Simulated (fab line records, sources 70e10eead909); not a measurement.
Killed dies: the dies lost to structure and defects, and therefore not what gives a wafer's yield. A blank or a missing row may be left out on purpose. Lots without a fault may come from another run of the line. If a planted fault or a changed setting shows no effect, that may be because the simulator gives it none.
Matching of chambers -- flow nand_harc -- 4 sister chambers for NHARC_A_DECK1_JOINT_CMP_02 on cmp-02
The step polishes SiOx. 8 wafers are shown with their chamber, then 8 later ones without.

WAFERS WITH THEIR CHAMBER
wafer,chamber,motor_current_A (A)
L079.2,1,13.3
L080.6,0,12.3
L083.1,0,12.5
L083.4,3,13.4
L087.3,2,10.8
L087.5,2,11.2
L087.6,1,13.5
L090.1,3,13.8

WAFERS WITH NO CHAMBER GIVEN
wafer,motor_current_A (A)
L090.2,10.7
L090.6,10.3
L091.2,14.2
L091.3,13.4
L091.6,12.8
L095.1,10.3
L095.2,13.1
L095.5,13.1

WHICH CHAMBER EACH WENT THROUGH
wafer,from the rows above,in truth
L090.2,2,2
L090.6,2,2
L091.2,can't be placed: 3 or 1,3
L091.3,can't be placed: 1 or 3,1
L091.6,can't be placed: 0 or 1 or 3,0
L095.1,2,2
L095.2,can't be placed: 1 or 3 or 0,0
L095.5,can't be placed: 1 or 3 or 0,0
Correctly placed: 3 of 8. Can't be placed from these rows: 5 (the true chamber is among the candidates in 5). Number placed wrongly: 0.
How it was worked out, from the rows above alone: a wafer's distance from a chamber is the root of the sum, over the readings, of the square of ((its reading less the chamber's mean) divided by the reading's scatter). If the next closest chamber is less than 2 further off than the closest, the wafer can't be placed; otherwise it belongs to the closest. A chamber's mean is the mean of its shown wafers. How the scatter is found: for the shown wafers, subtract from each reading the mean of its chamber, square and add these, divide the total by (wafers less chambers), then take the root.
